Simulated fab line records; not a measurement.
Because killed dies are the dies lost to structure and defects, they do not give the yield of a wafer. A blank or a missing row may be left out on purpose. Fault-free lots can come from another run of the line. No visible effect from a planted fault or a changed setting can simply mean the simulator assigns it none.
fab line records	flow n5-finfet
record lots=5	wafers=15	last-day=17
route steps=1938 shown BEOL_M2@871 BEOL_M4@1111 PASSIVATION@1936
lots that met no fault: taken from a fault-free run of the same line
start-h: hours from the record's first day to the start of the lot's first wafer shown	wait-h: hours from the lot's prior step to this one	" the same as in the row above	L1.1+2: several wafers, shown together as one row	- no value present, or no start provided	* or withheld: withheld	< > ~ a bound
route shown NAME@n: a module of which the file shows steps, and the number in the route of the first	usual: mean/standard deviation of fault-free wafers	same: alike in all rows	chamber/n: place in a boat	sites: the reading at each site	_std_site: how widely they spread, as a standard deviation	_edge_site: mean of outer sites minus mean of inner sites	radius-mm: how far each site lies from the wafer's centre	mask NAME#n: copy n	behind: the most recent tool/chamber to have shaped the wafer	hold: cause of the lot's hold/its duration in hours/its outcome	device: transistor that didn't switch, given as n, p or np	end of line: the tests these same wafers got at the end of their route	a step given without rows: its recipe and nothing more	killed: at the first sort, the dies lost to defects and structure; wafer yield is something else	map: a wafer's dies, x killed, . not, _ none there
set.NAME: the setting as run; set.NAME@STEP: as run at that earlier step	model.NAME: the simulator's own value behind a step, which no gauge read
certain route steps with their lots: each step a table, each wafer a row
services: when a tool's chamber went out of use (start-h, in hours from the record's first day, below 0 if earlier), for how many hours, and the reason
## steps
# step N5_BEOL_M2_EBR_24
# recipe solvent=PGMEA	ebr-width-mm=1.5
# step N5_BEOL_M2_SOFTBAKE_23
# recipe temp-c=110	time-s=60	resist=CAR-EUV
# step N5_BEOL_M2_EXPOSE_25
# recipe mask-id=V1	na=0.33	source-shape=quasar	sigma-inner=0.2	sigma-outer=0.8	polarization=unpolarized	defocus-nm=5	dose-mj=63
# step N5_BEOL_M2_PEB_26
# recipe peb-temp-c=100	peb-time-s=60	resist=CAR-EUV
# step N5_BEOL_M2_DEVELOP_27
# recipe develop-time-s=30	developer=TMAH	resist=CAR-EUV	rinse-liquid=surfactant-rinse	dry=air-spin	dev-temp-c=23
# step N5_BEOL_M2_CD_MEAS_28
# recipe target-cd-nm=26.2	landing-energy-ev=500	detector=se-inlens	target-cd-y-nm=24.1	polarity=opening
# usual cd-nm=26.18/0.25
lot.wafer	tool	chamber	start-h	wait-h	cd-nm
L353.1	cd-sem-03	0	159.15	-	26.40
L353.4	"	0	"	"	26.05
L353.5	"	0	"	"	25.75
L355.1	cd-sem-03	0	173.04	-	26.02
L355.4	"	0	"	"	26.16
L355.5	"	0	"	"	26.20
L369.3	cd-sem-01	0	248.33	-	25.97
L369.5	"	0	"	"	25.77
L369.6	"	0	"	"	26.01
L372.2	cd-sem-01	0	277.12	-	25.78
L372.3	"	0	"	"	26.09
L372.5	"	0	"	"	26.06
L371.1	cd-sem-02	0	283.31	-	26.07
L371.3	"	0	"	"	26.17
L371.4	"	0	"	"	26.59
# step N5_BEOL_M2_OVL_MEAS_29
# recipe points-per-wafer=522
# usual V1_OVL=0.1/0.71
lot.wafer	tool	chamber	start-h	wait-h	V1_OVL[nm]
L353.1	overlay-02	0	159.18	0.0	1.2
L353.4	"	0	"	"	0.3
L353.5	"	0	"	"	-0.1
L355.1	overlay-02	0	173.07	0.0	-0.5
L355.4	"	0	"	"	-0.8
L355.5	"	0	"	"	-0.3
L369.3	overlay-02	0	248.37	0.0	-0.4
L369.5	"	0	"	"	-1.0
L369.6	"	0	"	"	-0.6
L372.2	overlay-01	0	277.16	0.0	1.2
L372.3	"	0	"	"	1.6
L372.5	"	0	"	"	0.6
L371.1	overlay-02	0	283.34	0.0	0.0
L371.3	"	0	"	"	-0.1
L371.4	"	0	"	"	0.0
# step N5_BEOL_M2_INSPECT_30
# recipe mode=adi	inspect-instrument=brightfield
# usual raw-defect-count=385/85
lot.wafer	tool	chamber	start-h	wait-h	raw-defect-count
L353.1	defect-inspect-01	-	159.24	0.1	411
L353.4	"	-	"	"	343
L353.5	"	-	"	"	369
L355.1	defect-inspect-02	-	173.13	0.1	481
L355.4	"	-	"	"	496
L355.5	"	-	"	"	427
L369.3	defect-inspect-02	-	248.42	0.0	367
L369.5	"	-	"	"	369
L369.6	"	-	"	"	292
L372.2	defect-inspect-01	-	277.21	0.0	348
L372.3	"	-	"	"	455
L372.5	"	-	"	"	328
L371.1	defect-inspect-02	-	283.40	0.1	297
L371.3	"	-	"	"	382
L371.4	"	-	"	"	278
# step N5_BEOL_M2_DESCUM_33
# recipe chemistry=O2	time-s=7	source-power-w=50	bias-power-w=20	pressure-mtorr=20	rf-frequency-hz=2.712e+07	temp-c=40	resist=CAR-EUV	o2-flow-sccm=225
# usual drypump-motor-current-A=5.65/0.29	oes-product-au=0.74/0.065	rf-fwd-power-W=49.29/0.25	rf-vpp-V=243.1/1.4	showerhead-plenum-p-Torr=2.10/0.078	throttle-valve-pct=20.49/0.24
lot.wafer	tool	chamber	start-h	wait-h	drypump-motor-current-A	oes-product-au	rf-fwd-power-W	rf-hours-counter-h	rf-vpp-V	showerhead-plenum-p-Torr	throttle-valve-pct
L353.1	rie-diel-02	3	159.28	0.0	5.56	0.73	49.26	202	242.4	2.07	20.88
L353.4	"	1	"	"	5.88	0.72	49.13	205	242.9	2.16	20.64
L353.5	"	0	"	"	5.65	0.69	49.15	-	241.8	2.09	20.43
L355.1	rie-diel-06	1	173.16	0.0	5.43	0.73	49.61	202	242.4	2.08	20.82
L355.4	"	3	"	"	5.21	0.75	49.07	-	241.7	2.00	20.21
L355.5	"	0	"	"	5.80	0.73	49.01	-	244.0	2.17	20.52
L369.3	rie-diel-06	0	248.45	0.0	5.79	0.72	48.96	201	243.2	2.16	20.58
L369.5	"	3	"	"	5.22	0.73	48.86	-	242.1	1.99	20.23
L369.6	"	0	"	"	5.79	0.71	49.16	-	243.9	2.16	20.56
L372.2	rie-diel-06	2	277.40	0.2	6.27	0.89	49.65	29	243.9	2.22	20.18
L372.3	"	0	"	"	5.82	0.71	49.35	212	244.0	2.16	20.59
L372.5	"	1	"	"	5.42	0.71	49.60	-	243.1	2.07	20.90
L371.1	rie-diel-02	1	283.43	0.0	5.87	0.69	49.31	247	244.9	2.15	20.69
L371.3	"	2	"	"	5.41	1.00	48.96	7	242.1	2.04	19.87
L371.4	"	3	"	"	5.57	0.70	49.29	-	243.2	2.06	20.96
# step N5_BEOL_M2_ETCH_77
# recipe chemistry=N2/H2	target=underlayer	target-depth-a=65	mask-material=CAR-EUV	time-s=5.2	ion-energy-ev=200	pressure-mtorr=30	source-w=840	bias-w=150	n2-flow-sccm=200	h2-flow-sccm=200	ends=cleared
# usual drypump-motor-current-A=5.66/0.29	etch-rf-on-time-s=5.19/0.12	oes-product-au=0.63/0.054	rf-fwd-power-W=819.5/2.5	rf-vpp-V=524.0/2.9	showerhead-plenum-p-Torr=2.55/0.088	throttle-valve-pct=17.98/0.23
lot.wafer	tool	chamber	start-h	wait-h	drypump-motor-current-A	etch-rf-on-time-s	oes-product-au	rf-fwd-power-W	rf-hours-counter-h	rf-vpp-V	showerhead-plenum-p-Torr	throttle-valve-pct
L353.1	rie-diel-02	3	159.31	0.0	5.57	5.03	0.65	821.7	202	521.7	2.51	18.26
L353.4	"	1	"	"	5.89	5.16	0.62	821.8	205	526.8	2.62	18.15
L353.5	"	0	"	"	5.63	5.52	0.58	820.0	-	524.2	2.51	17.69
L355.1	rie-diel-06	1	173.20	0.0	5.46	5.33	0.62	815.7	202	523.9	2.53	18.25
L355.4	"	3	"	"	5.26	5.23	0.63	817.6	-	519.0	2.43	17.64
L355.5	"	0	"	"	5.82	5.14	0.64	824.9	-	527.3	2.65	18.04
L369.3	rie-diel-06	0	248.49	0.0	5.83	5.09	0.61	821.2	201	524.9	2.64	18.10
L369.5	"	3	"	"	5.27	5.28	0.61	819.2	-	519.8	2.42	17.68
L369.6	"	0	"	"	5.81	5.12	0.62	822.1	-	527.8	2.64	18.10
L372.2	rie-diel-06	2	277.43	0.0	6.28	5.17	0.75	819.5	29	530.0	2.71	17.64
L372.3	"	0	"	"	5.80	5.13	0.61	822.9	212	528.7	2.64	18.10
L372.5	"	1	"	"	5.43	5.38	0.60	822.3	-	522.5	2.51	18.30
L371.1	rie-diel-02	1	283.46	0.0	5.88	5.16	0.60	817.6	247	525.5	2.61	18.27
L371.3	"	2	"	"	5.42	4.98	0.85	818.7	7	522.9	2.50	17.47
L371.4	"	3	"	"	5.56	5.08	0.61	817.3	-	522.7	2.49	18.34
# step N5_BEOL_M2_ETCH_69
# recipe chemistry=CF4	target=SiARC	target-depth-a=156	mask-material=CAR-EUV	time-s=26	ion-energy-ev=80	pressure-mtorr=40	source-w=545	bias-w=36	Ar_flow_sccm=100	cf4-flow-sccm=100	ends=cleared
# usual cf4-flow-sccm=100.0/0.3	drypump-motor-current-A=5.65/0.29	etch-rf-on-time-s=25.9/0.6	oes-product-au=0.64/0.054	rf-fwd-power-W=531.7/2	rf-vpp-V=184.1/1.2	showerhead-plenum-p-Torr=2.15/0.069	throttle-valve-pct=15.72/0.22
lot.wafer	tool	chamber	start-h	wait-h	cf4-flow-sccm	drypump-motor-current-A	etch-rf-on-time-s	oes-product-au	rf-fwd-power-W	rf-hours-counter-h	rf-vpp-V	showerhead-plenum-p-Torr	throttle-valve-pct
L353.1	rie-diel-02	0	159.33	0.0	100.3	5.61	27.4	0.58	532.5	212	184.2	2.13	15.68
L353.4	"	3	"	"	99.6	5.56	25.6	0.64	530.3	202	183.9	2.12	16.11
L353.5	"	1	"	"	99.4	5.88	26.0	0.62	529.6	-	184.4	2.21	15.87
L355.1	rie-diel-06	1	173.21	0.0	100.4	5.41	26.0	0.63	535.5	202	183.8	2.13	15.93
L355.4	"	3	"	"	99.5	5.21	25.8	0.63	532.4	-	182.9	2.05	15.41
L355.5	"	0	"	"	99.5	5.80	25.4	0.64	530.2	-	184.6	2.21	15.72
L369.3	rie-diel-06	0	248.50	0.0	99.8	5.82	25.4	0.62	531.0	201	183.9	2.21	15.77
L369.5	"	3	"	"	99.5	5.23	26.2	0.61	530.9	-	183.1	2.04	15.44
L369.6	"	0	"	"	100.3	5.79	25.5	0.62	533.4	-	184.8	2.21	15.75
L372.2	rie-diel-06	2	277.45	0.0	100.1	6.28	25.5	0.77	530.4	29	185.2	2.28	15.48
L372.3	"	0	"	"	99.8	5.81	25.6	0.61	532.6	212	184.5	2.20	15.79
L372.5	"	1	"	"	99.8	5.45	26.9	0.59	537.5	-	183.5	2.11	15.99
L371.1	rie-diel-02	1	283.48	0.0	100.2	5.87	25.7	0.60	531.7	247	183.1	2.20	15.98
L371.3	"	2	"	"	99.9	5.40	24.9	0.86	530.7	7	183.2	2.11	15.22
L371.4	"	3	"	"	99.9	5.56	25.5	0.61	529.8	-	183.6	2.11	16.19
# step N5_BEOL_M2_ALD_98
# recipe material=SiO2	target-thk-a=25	temp-c=100	ald-precursor-family=BDEAS	ald-co-reactant=O2-plasma	pulse-time-s=1	co-reactant-pulse-time-s=1	purge-time-s=2	co-reactant-purge-time-s=2	ald-cycles=17	pressure-torr=2
# usual heater-power-w=77/8.9	precursor-pulse-height-rel=0.997/0.019
# same co-reactant-pulse-time-s=1
lot.wafer	tool	chamber	start-h	wait-h	heater-power-w	precursor-pulse-height-rel	since-wet-clean-h
L353.1	ald-sin-01	1	159.47	0.1	82	1.010	60
L353.4	"	0	"	"	74	0.994	60
L353.5	"	3	"	"	80	1.039	-
L355.1	ald-sin-01	2	173.35	0.1	71	0.990	74
L355.4	"	1	"	"	81	0.966	74
L355.5	"	1	"	"	82	0.981	-
L369.3	ald-sin-03	3	248.81	0.3	76	0.941	241
L369.5	"	0	"	"	98	0.985	-
L369.6	"	2	"	"	64	0.982	-
L372.2	ald-sin-04	2	277.82	0.3	90	1.034	85
L372.3	"	1	"	"	86	1.008	85
L372.5	"	2	"	"	88	0.992	-
L371.1	ald-sin-01	1	283.56	0.1	83	1.010	184
L371.3	"	2	"	"	74	1.016	184
L371.4	"	3	"	"	80	1.000	184
# step N5_BEOL_M2_ETCHBACK_99
# recipe chemistry=CHF3	target=SiO2	target-depth-a=50	time-s=10.4	source-w=215	bias-w=47	Ar_flow_sccm=200	CHF3_flow_sccm=12	ion-energy-ev=100	pressure-mtorr=30
# usual CHF3_flow_sccm=12.00/0.035	drypump-motor-current-A=5.64/0.29	oes_ar_750_au=0.74/0.065	oes-product-au=0.74/0.065	rf-fwd-power-W=212.1/1.2	rf-vpp-V=240/4.7	showerhead-plenum-p-Torr=2.15/0.07	throttle-valve-pct=17.15/0.23
lot.wafer	tool	chamber	start-h	wait-h	CHF3_flow_sccm	drypump-motor-current-A	oes_ar_750_au	oes-product-au	rf-fwd-power-W	rf-hours-counter-h	rf-vpp-V	showerhead-plenum-p-Torr	throttle-valve-pct	model.CAR-EUV_of_BEOL_M2_COAT_22.thk-nm
L353.1	rie-diel-03	2	164.22	4.7	12.05	6.13	0.72	0.70	212.5	216	235	2.13	16.96	10.6
L353.4	"	0	"	"	11.97	5.55	0.79	0.77	210.9	143	239	2.06	17.07	10.6
L353.5	"	3	"	"	11.97	5.93	0.87	0.86	212.0	-	243	2.26	16.83	10.6
L355.1	rie-diel-06	1	177.46	4.1	12.02	5.47	0.72	0.72	214.6	203	250	2.14	17.42	10.6
L355.4	"	1	"	"	12.04	5.43	0.72	0.73	213.7	-	251	2.14	17.45	10.6
L355.5	"	0	"	"	11.99	5.79	0.75	0.73	212.2	-	239	2.23	17.19	10.6
L369.3	rie-diel-03	3	250.43	1.6	12.00	5.91	0.83	0.83	212.7	74	243	2.25	16.87	10.4
L369.5	"	0	"	"	12.00	5.51	0.75	0.91	210.4	-	238	2.05	17.15	10
L369.6	"	1	"	"	12.02	5.28	0.70	0.69	212.7	-	233	2.21	17.09	10.4
L372.2	rie-diel-06	0	281.12	3.3	12.04	5.81	0.72	0.72	212.5	213	237	2.22	17.27	10.4
L372.3	"	3	"	"	12.00	5.23	0.70	0.71	212.1	203	236	2.04	16.87	10.4
L372.5	"	0	"	"	11.95	5.81	0.72	0.71	211.8	-	237	2.22	17.27	10.6
L371.1	rie-diel-06	1	284.04	0.4	12.04	5.44	0.70	0.70	213.2	244	250	2.13	17.48	10.4
L371.3	"	0	"	"	12.02	5.82	0.72	0.72	211.7	215	237	2.22	17.27	10.4
L371.4	"	1	"	"	11.99	5.46	0.69	0.71	215.0	-	250	2.13	17.52	10.6
# step N5_BEOL_M2_ETCH_70
# recipe chemistry=N2/H2	target=SOC	target-depth-a=800	overetch-a=240	mask-material=SiARC	temp-c=40	time-s=130	ion-energy-ev=200	pressure-mtorr=30	source-w=840	bias-w=150	n2-flow-sccm=200	h2-flow-sccm=200
# usual drypump-motor-current-A=5.64/0.29	oes-product-au=0.54/0.046	rf-fwd-power-W=835.1/2.9	rf-vpp-V=524.0/2.5	showerhead-plenum-p-Torr=2.55/0.086	throttle-valve-pct=17.93/0.23
lot.wafer	tool	chamber	start-h	wait-h	drypump-motor-current-A	oes-product-au	rf-fwd-power-W	rf-hours-counter-h	rf-vpp-V	showerhead-plenum-p-Torr	throttle-valve-pct
L353.1	rie-diel-03	2	164.25	0.0	6.11	0.52	835.9	216	522.6	2.52	17.79
L353.4	"	0	"	"	5.55	0.57	835.5	143	522.1	2.46	18.05
L353.5	"	3	"	"	5.90	0.64	837.9	-	529.3	2.70	17.71
L355.1	rie-diel-06	1	177.50	0.0	5.40	0.54	837.6	204	522.2	2.53	18.18
L355.4	"	1	"	"	5.45	0.54	840.6	-	524.1	2.53	18.18
L355.5	"	0	"	"	5.80	0.54	832.3	-	526.8	2.65	17.99
L369.3	rie-diel-03	3	250.47	0.0	5.93	0.61	836.0	74	527.6	2.68	17.79
L369.5	"	0	"	"	5.58	0.55	832.0	-	521.1	2.45	18.12
L369.6	"	1	"	"	5.31	0.51	836.6	-	526.6	2.62	17.92
L372.2	rie-diel-06	0	281.16	0.0	5.82	0.53	830.9	213	526.2	2.63	18.06
L372.3	"	3	"	"	5.25	0.52	834.7	203	520.3	2.41	17.66
L372.5	"	0	"	"	5.84	0.53	832.6	-	526.2	2.63	18.07
L371.1	rie-diel-06	1	284.07	0.0	5.43	0.51	840.2	244	522.9	2.51	18.24
L371.3	"	0	"	"	5.82	0.52	829.5	215	526.1	2.63	18.07
L371.4	"	1	"	"	5.42	0.52	836.9	-	522.9	2.51	18.25
# step N5_BEOL_M4_RC_MEAS_101
# usual DIBL_N=36.5/1.7	DIBL_P=36.3/2.1	IOFF_N=0.16/0.036	IOFF_P=0.21/0.037	ION_N=676/12	ION_P=462/7.6	SS_N=71.5/0.68	SS_P=73.3/0.63	VT_N=249/3.5	VT_P=-250/3.5
lot.wafer	tool	chamber	start-h	wait-h	DIBL_N[mV/V]	DIBL_P[mV/V]	IOFF_N[nA/um]	IOFF_P[nA/um]	ION_N[uA/um]	ION_P[uA/um]	SS_N[mV/dec]	SS_P[mV/dec]	VT_N[mV]	VT_P[mV]
L353.1	prober-01	0	193.63	0.0	35.4	35.1	0.14	0.19	678	461	70.3	73.0	251	-249
L353.4	"	0	"	"	35.8	35.2	0.14	0.19	667	460	70.3	72.7	254	-250
L353.5	"	0	"	"	34.5	34.2	0.13	0.19	663	458	70.7	72.7	251	-249
L355.1	prober-02	0	205.98	0.0	36.8	34.6	0.14	0.19	664	450	71.5	73.2	253	-249
L355.4	"	0	"	"	34.4	32.0	0.11	0.16	659	457	70.5	71.9	255	-252
L355.5	"	0	"	"	36.6	34.1	0.13	0.19	665	454	71.0	72.5	253	-253
L369.3	prober-02	0	289.36	0.3	37.2	38.4	0.17	0.23	685	472	71.2	73.4	249	-250
L369.5	"	0	"	"	39.6	40.0	0.21	0.26	688	466	71.6	74.5	246	-250
L369.6	"	0	"	"	35.2	35.2	0.12	0.18	668	465	71.9	73.1	255	-251
L372.2	prober-01	0	310.32	0.2	37.2	37.2	0.18	0.24	679	471	70.9	73.2	244	-248
L372.3	"	0	"	"	36.5	35.3	0.14	0.20	668	464	71.7	72.6	249	-250
L372.5	"	0	"	"	38.0	37.7	0.18	0.24	697	475	71.6	73.5	249	-248
L371.1	prober-02	0	310.71	0.0	36.5	37.3	0.16	0.23	685	476	71.7	73.9	247	-249
L371.3	"	0	"	"	34.3	33.8	0.12	0.19	667	466	70.7	73.0	253	-250
L371.4	"	0	"	"	37.0	35.8	0.15	0.21	676	469	71.6	72.9	250	-248
# step N5_PASSIVATION_PROBE_49
# usual defect-limited-yield=91.4/1.5	killed_at_M0_to_M3=34/12	killed_at_M4_up=12/4.9	killed-at-contacts=13/7.2	killed-at-front-end=39/12	killed-at-other=3.7/2.9	killed-dies=101/18	killed-open=67/14	killed-short=33/7.2	sort_bin_5_function=5.1/0.97	sort_bin_6_memory=3.2/0.67	sort-n-pass=1079/17	sort-yield-pct=91.4/1.5
# same gross-dies=1180	killed-at-back-side=0	sort_bin_4_leakage[%]=0	sort_bin_8_speed[%]=0
lot.wafer	tool	chamber	start-h	wait-h	defect-limited-yield[%]	killed_at_M0_to_M3	killed_at_M4_up	killed-at-contacts	killed-at-front-end	killed-at-other	killed-dies	killed-open	killed-short	sort_bin_5_function[%]	sort_bin_6_memory[%]	sort-n-pass	sort-yield-pct[%]
L353.1	prober-01	-	299.28	0.0	91.6	23	16	7	48	5	99	53	42	4.7	3.1	1081	91.6
L353.4	prober-01	-	299.43	0.2	91.1	20	14	7	57	7	105	65	40	4.7	3.8	1075	91.1
L353.5	prober-01	-	299.48	0.2	92.7	14	9	24	35	4	86	63	23	4.3	2.7	1094	92.7
L355.1	prober-01	-	309.07	0.0	90.9	40	23	3	39	2	107	71	36	5.1	3.7	1073	90.9
L355.4	prober-01	-	309.22	0.2	91.4	25	17	11	47	2	102	67	35	5.1	3.4	1078	91.4
L355.5	prober-01	-	309.27	0.2	90.2	28	17	15	55	1	116	71	45	5.9	3.5	1064	90.2
L369.3	prober-01	-	393.26	0.1	93.7	25	12	11	25	1	74	44	26	3.8	2.4	1106	93.7
L369.5	prober-01	-	393.36	0.2	90.8	31	15	6	51	5	108	72	36	5.4	3.6	1072	90.8
L369.6	prober-01	-	393.41	0.3	93.4	29	8	7	29	5	78	49	27	3.8	2.7	1102	93.4
L371.1	prober-01	-	410.95	0.0	92.5	32	1	14	37	4	88	55	32	4.4	3.0	1092	92.5
L371.3	prober-01	-	411.05	0.1	91.0	41	7	20	35	3	106	71	32	5.3	3.1	1074	91.0
L371.4	prober-01	-	411.10	0.2	92.0	28	7	21	32	6	94	62	32	4.4	3.3	1086	92.0
L372.2	prober-02	-	412.48	0.1	91.0	25	8	26	38	9	106	57	47	5.2	3.5	1074	91.0
L372.3	prober-02	-	412.53	0.1	91.2	32	8	22	37	5	104	70	34	4.9	3.6	1076	91.2
L372.5	prober-02	-	412.63	0.2	90.5	36	3	28	35	10	112	81	31	5.6	3.7	1068	90.5
# killed by level:class
L353.1 FIN_SAQP:geometric-particle:short=19 FIN_SAQP:geometric-particle:open=10 BEOL_M1:geometric-particle:short=8 MOL_CONTACT_COAG:geometric-particle:open=7 BEOL_M4:geometric-particle:open=5 ILD0:geometric-particle:open=5 DUMMY_GATE:geometric-particle:open=4 BEOL_M2:geometric-particle:open=4
L353.4 FIN_SAQP:geometric-particle:open=19 STI_FIN_REVEAL:geometric-particle:open=9 ILD0:geometric-particle:short=9 FIN_SAQP:geometric-particle:short=8 BEOL_M4:geometric-particle:open=8 BEOL_M0_SAQP:geometric-particle:short=5 STI_FIN_REVEAL:geometric-particle:short=4 MOL_CONTACT_COAG:geometric-particle:open=4
L353.5 MOL_CONTACT_COAG:geometric-particle:open=20 FIN_SAQP:geometric-particle:open=12 STI_FIN_REVEAL:geometric-particle:open=8 FIN_SAQP:geometric-particle:short=4 GATE_CUT:geometric-particle:short=4 MOL_CONTACT_COAG:geometric-particle:short=4 BEOL_M4:geometric-particle:open=4 BEOL_M0_SAQP:geometric-particle:short=3
L355.1 BEOL_M3:geometric-particle:open=14 BEOL_M4:geometric-particle:open=9 GATE_CUT:geometric-particle:short=8 FIN_SAQP:geometric-particle:open=7 STI_FIN_REVEAL:geometric-particle:open=7 BEOL_M0_SAQP:geometric-particle:short=6 BEOL_M2:geometric-particle:open=6 FIN_SAQP:geometric-particle:short=5
L355.4 GATE_CUT:geometric-particle:short=12 MOL_CONTACT_COAG:geometric-particle:open=10 BEOL_M3:geometric-particle:open=9 STI_FIN_REVEAL:geometric-particle:open=7 FIN_SAQP:geometric-particle:open=6 BEOL_M6:geometric-particle:open=6 FIN_SAQP:geometric-particle:short=5 BEOL_M2:geometric-particle:open=5
L355.5 STI_FIN_REVEAL:geometric-particle:open=14 BEOL_M4:geometric-particle:open=11 GATE_CUT:geometric-particle:short=10 BEOL_M0_SAQP:geometric-particle:short=10 MOL_CONTACT_COAG:geometric-particle:open=8 MOL_CONTACT_COAG:geometric-particle:short=7 DUMMY_GATE:geometric-particle:open=6 BEOL_M2:geometric-particle:open=6
L369.3 MOL_CONTACT_COAG:geometric-particle:open=9 BEOL_M1:geometric-particle:open=6 BEOL_M0_SAQP:geometric-particle:open=5 BEOL_M4:geometric-particle:open=5 STI_FIN_REVEAL:geometric-particle:open=4 ILD0:geometric-particle:short=4 GATE_CUT:geometric-particle:short=4 BEOL_M0_SAQP:geometric-particle:short=4
L369.5 BEOL_M3:geometric-particle:open=11 BEOL_M4:geometric-particle:open=10 FIN_SAQP:geometric-particle:short=9 STI_FIN_REVEAL:geometric-particle:open=8 FIN_SAQP:geometric-particle:open=6 STARTING-WAFER:geometric-particle:open=5 ILD0:geometric-particle:short=4 MOL_CONTACT_COAG:geometric-particle:open=4
L369.6 BEOL_M1:geometric-particle:open=9 MOL_CONTACT_COAG:geometric-particle:open=7 BEOL_M2:geometric-particle:open=6 FIN_SAQP:geometric-particle:open=5 STI_FIN_REVEAL:geometric-particle:open=5 BEOL_M1:geometric-particle:short=5 FIN_SAQP:geometric-particle:short=3 ILD0:geometric-particle:short=3
L371.1 FIN_SAQP:geometric-particle:open=13 MOL_CONTACT_COAG:geometric-particle:open=11 BEOL_M0_SAQP:geometric-particle:short=8 BEOL_M0_SAQP:geometric-particle:open=8 FIN_SAQP:geometric-particle:short=7 STI_FIN_REVEAL:geometric-particle:open=7 BEOL_M1:geometric-particle:short=5 BEOL_M3:geometric-particle:open=5
L371.3 MOL_CONTACT_COAG:geometric-particle:open=17 STI_FIN_REVEAL:geometric-particle:open=14 BEOL_M1:geometric-particle:open=8 BEOL_M0_SAQP:geometric-particle:short=7 BEOL_M2:geometric-particle:open=7 BEOL_M0_SAQP:geometric-particle:open=6 BEOL_M3:geometric-particle:open=5 STI_FIN_REVEAL:geometric-particle:short=4
L371.4 MOL_CONTACT_COAG:geometric-particle:open=16 BEOL_M3:geometric-particle:open=7 FIN_SAQP:geometric-particle:short=6 STI_FIN_REVEAL:geometric-particle:open=6 FIN_SAQP:geometric-particle:open=5 DUMMY_GATE:geometric-particle:open=5 MOL_CONTACT_COAG:geometric-particle:short=5 BEOL_M1:geometric-particle:open=5
L372.2 MOL_CONTACT_COAG:geometric-particle:open=22 FIN_SAQP:geometric-particle:short=12 BEOL_M0_SAQP:geometric-particle:short=7 FIN_SAQP:geometric-particle:open=6 STI_FIN_REVEAL:geometric-particle:open=6 BEOL_M0_SAQP:geometric-particle:open=5 GATE_CUT:geometric-particle:short=4 MOL_CONTACT_COAG:geometric-particle:short=4
L372.3 MOL_CONTACT_COAG:geometric-particle:open=17 FIN_SAQP:geometric-particle:short=16 BEOL_M0_SAQP:geometric-particle:open=14 BEOL_M3:geometric-particle:open=6 STI_FIN_REVEAL:geometric-particle:open=5 MOL_CONTACT_COAG:geometric-particle:short=5 BEOL_M0_SAQP:geometric-particle:short=5 BEOL_M1:geometric-particle:open=5
L372.5 MOL_CONTACT_COAG:geometric-particle:open=23 BEOL_M0_SAQP:geometric-particle:open=13 STI_FIN_REVEAL:geometric-particle:open=12 BEOL_M1:geometric-particle:open=6 MOL_CONTACT_COAG:geometric-particle:short=5 BEOL_M0_SAQP:geometric-particle:short=5 FIN_SAQP:geometric-particle:open=4 STARTING-WAFER:geometric-particle:open=4
## services
tool	chamber	start-h	hours	kind
ald-sin-04	1	137.93	12.3	repair
rie-diel-02	1	146.47	3.9	repair
rie-diel-06	2	165.55	-	clean
rie-diel-06	2	165.55	-	consumable-replace:focus-ring
rie-diel-06	2	165.55	-	consumable-replace:showerhead
rie-diel-06	2	165.55	25.6	scheduled-down
rie-diel-06	2	165.55	25.6	vent-cycle
ald-sin-04	-	173.10	6.0	pm
ald-sin-04	-	179.10	14.0	pm
rie-diel-02	3	185.18	6.4	repair
rie-diel-03	3	225.89	3.9	repair
ald-sin-04	1	233.85	9.4	repair
ald-sin-01	-	240.48	14.6	pm
rie-diel-02	2	241.87	-	clean
rie-diel-02	2	241.87	-	consumable-replace:focus-ring
rie-diel-02	2	241.87	24.2	scheduled-down
rie-diel-02	2	241.87	24.2	vent-cycle
ald-sin-04	3	241.97	2.1	repair
ald-sin-03	1	242.68	37.2	repair
rie-diel-03	2	256.56	-	clean
rie-diel-03	2	256.56	-	consumable-replace:focus-ring
rie-diel-03	2	256.56	32.4	scheduled-down
ald-sin-04	-	263.86	2.8	pm
rie-diel-06	2	279.68	6.7	repair
## key
first-sign none at tools or gauges
model-effect step=N5_BEOL_M2_ETCHBACK_99	value=CAR-EUV_of_BEOL_M2_COAT_22.thk-nm	without=10.4	struck=10
met-at N5_BEOL_M2_ETCHBACK_99
struck-wafers L369.5
onset-between 164.22 250.43
fault kind=process-parameter-drift	tool=rie-diel-03	chamber=0	onset-h=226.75	steps=N5_BEOL_M2_ETCHBACK_99	channel=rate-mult	offset=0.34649	shape=step	end-h=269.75
